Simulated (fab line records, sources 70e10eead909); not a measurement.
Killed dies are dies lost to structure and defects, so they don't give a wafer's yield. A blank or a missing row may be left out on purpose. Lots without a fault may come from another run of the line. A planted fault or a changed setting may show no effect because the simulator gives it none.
Chamber matching | flow nand_harc | NHARC_A_STAIRCASE_TRIM_229 on rie_diel-04: 4 sister chambers
The step chemistry O2, time 211.2 s. 8 wafers are shown with their chamber, then 11 later ones without.

WAFERS WITH THEIR CHAMBER
wafer  | chamber | showerhead_plenum_p_Torr (Torr) | oes_product_au (a.u.)
L079.6 | 0       | 3.80                            | 1.001
L086.1 | 3       | 3.30                            | 1.004
L087.1 | 3       | 3.30                            | 1.007
L087.2 | 0       | 3.78                            | 0.998
L091.1 | 2       | 3.32                            | 1.012
L091.5 | 1       | 3.48                            | 1.004
L091.6 | 2       | 3.32                            | 1.002
L092.1 | 1       | 3.48                            | 0.997

WAFERS WITHOUT THEIR CHAMBER
wafer  | showerhead_plenum_p_Torr (Torr) | oes_product_au (a.u.)
L092.2 | 3.29                            | 1.014
L092.5 | 3.48                            | 1.001
L094.1 | 3.48                            | 0.999
L094.2 | 3.29                            | 1.008
L094.6 | 3.31                            | 0.998
L096.1 | 3.31                            | 0.988
L096.3 | 3.47                            | 0.995
L096.4 | 3.77                            | 0.991
L097.1 | 3.77                            | 0.981
L097.3 | 3.31                            | 0.988
L097.6 | 3.28                            | 1.005

WHICH CHAMBER EACH WENT THROUGH
wafer  | from the rows above     | in truth
L092.2 | 3                       | 3
L092.5 | 1                       | 1
L094.1 | 1                       | 1
L094.2 | 3                       | 3
L094.6 | can't be placed: 3 or 2 | 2
L096.1 | can't be placed: 3 or 2 | 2
L096.3 | 1                       | 1
L096.4 | 0                       | 0
L097.1 | 0                       | 0
L097.3 | can't be placed: 3 or 2 | 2
L097.6 | 3                       | 3
Placed correctly: 8 of 11. Can't be placed from these rows: 3 (the true chamber is among the candidates in 3). Placed wrongly: 0.
How it was worked out, from the rows above alone: a wafer's distance from a chamber is the root of the sum, over the readings, of the square of ((its reading less the chamber's mean) divided by the reading's scatter). The wafer belongs to the nearest chamber; if the next one is less than 2 further off, it can't be placed. A chamber's mean is the mean of its shown wafers. The scatter: the root of (the sum of the squares of (reading less its chamber's mean) over the shown wafers, divided by (wafers less chambers)).
